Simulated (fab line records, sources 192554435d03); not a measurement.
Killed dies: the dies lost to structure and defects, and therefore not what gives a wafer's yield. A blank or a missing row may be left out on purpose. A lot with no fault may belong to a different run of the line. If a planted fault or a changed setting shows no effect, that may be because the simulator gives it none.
Chamber matching    flow n5Finfet    rieDiel-02 running N5_BEOL_M7_ETCH_62: 4 sister chambers
The step etches SOC in N2/H2, target depth 110 nm, overetch 22 nm, time 165 s. 14 wafers are shown with their chamber, then 7 later ones without.

WAFERS, EACH WITH ITS CHAMBER
wafer   chamber  showerheadPlenumPTorr (Torr)  throttleValvePct (%)  drypumpMotorCurrentA (A)
L078.2  2        2.45                          17.75                 5.6
L078.3  3        2.62                          17.52                 6.0
L078.4  0        2.36                          18.28                 5.7
L080.1  3        2.62                          17.51                 6.0
L080.3  0        2.36                          18.29                 5.7
L080.4  2        2.45                          17.78                 5.7
L085.2  3        2.61                          17.53                 6.0
L085.4  2        2.44                          17.76                 5.7
L085.5  0        2.35                          18.31                 5.7
L088.1  2        2.44                          17.81                 5.7
L088.5  0        2.35                          18.31                 5.7
L088.6  2        2.44                          17.80                 5.7
L091.2  1        2.48                          17.74                 5.5
L091.5  0        2.35                          18.33                 5.7

SIGNATURES (averages over the wafers above)
reading                chamber 0  chamber 1  chamber 2  chamber 3  scatter within a chamber
showerheadPlenumPTorr  2.3540     2.4800     2.4440     2.6167     0.00554
throttleValvePct       18.3040    17.7400    17.7800    17.5200    0.0208
drypumpMotorCurrentA   5.700      5.500      5.680      6.000      0.0283
Rule: distance of a wafer from a chamber = root of the sum over the readings of ((wafer's reading minus chamber's mean) / reading's scatter) squared. The wafer belongs to the nearest chamber; if the next one is less than 2 further off, it can't be placed. How the scatter is found: for the shown wafers, subtract from each reading the mean of its chamber, square and add these, divide the total by (wafers less chambers), then take the root.

WAFERS MISSING THEIR CHAMBER
wafer   showerheadPlenumPTorr (Torr)  throttleValvePct (%)  drypumpMotorCurrentA (A)
L091.6  2.44                          17.81                 5.7
L095.2  2.34                          18.34                 5.7
L095.5  2.43                          17.81                 5.6
L095.6  2.34                          18.34                 5.7
L094.3  2.43                          17.82                 5.7
L094.4  2.34                          18.35                 5.7
L094.6  2.43                          17.84                 5.7

WHICH CHAMBER EACH ONE RAN IN
wafer   from the rows above  in truth
L091.6  2                    2
L095.2  0                    0
L095.5  2                    2
L095.6  0                    0
L094.3  2                    2
L094.4  0                    0
L094.6  2                    2
Correct placement for 7 of the 7. Can't be placed from these rows: 0. Wrongly placed: 0.
